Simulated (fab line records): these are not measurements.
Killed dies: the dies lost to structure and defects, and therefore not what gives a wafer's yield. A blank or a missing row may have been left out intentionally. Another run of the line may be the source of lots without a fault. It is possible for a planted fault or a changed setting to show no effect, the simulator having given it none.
Chamber matching | flow n5Finfet | rieDiel-06 running N5_BEOL_M5_STRIP_36: 4 sister chambers
The step strips in N2/H2. 4 wafers are shown with their chamber, then 10 later ones without.

== EACH WAFER AND ITS CHAMBER ==
wafer  | chamber | drypumpMotorCurrentA (A)
L084.2 | 0       | 6.2
L085.4 | 3       | 5.9
L088.1 | 1       | 5.2
L088.4 | 2       | 6.6

== WAFERS WHOSE CHAMBER IS MISSING ==
wafer  | drypumpMotorCurrentA (A)
L088.6 | 6.6
L091.2 | 5.3
L091.3 | 6.6
L091.4 | 6.2
L092.2 | 6.6
L092.4 | 6.2
L092.5 | 6.6
L095.1 | 5.2
L095.3 | 6.6
L095.6 | 5.2

== WHICH CHAMBER EACH ONE RAN IN ==
wafer  | from the rows above | in truth
L088.6 | 2                   | 2
L091.2 | 1                   | 1
L091.3 | 2                   | 2
L091.4 | 0                   | 0
L092.2 | 2                   | 2
L092.4 | 0                   | 0
L092.5 | 2                   | 2
L095.1 | 1                   | 1
L095.3 | 2                   | 2
L095.6 | 1                   | 1
10 of 10 placed correctly. Can't be placed from these rows: 0. 0 placed wrongly.
How it was worked out, from the rows above alone: a wafer's distance from a chamber is the root of the sum, over the readings, of the square of ((its reading less the chamber's mean) divided by the reading's scatter). The wafer belongs to the nearest chamber; if the next one is less than 2 further off, it can't be placed. Each chamber's mean is taken over the wafers shown for it. The scatter: with one shown wafer a chamber, the root of the mean of the squares of how far each hidden wafer lies from its nearest shown one.
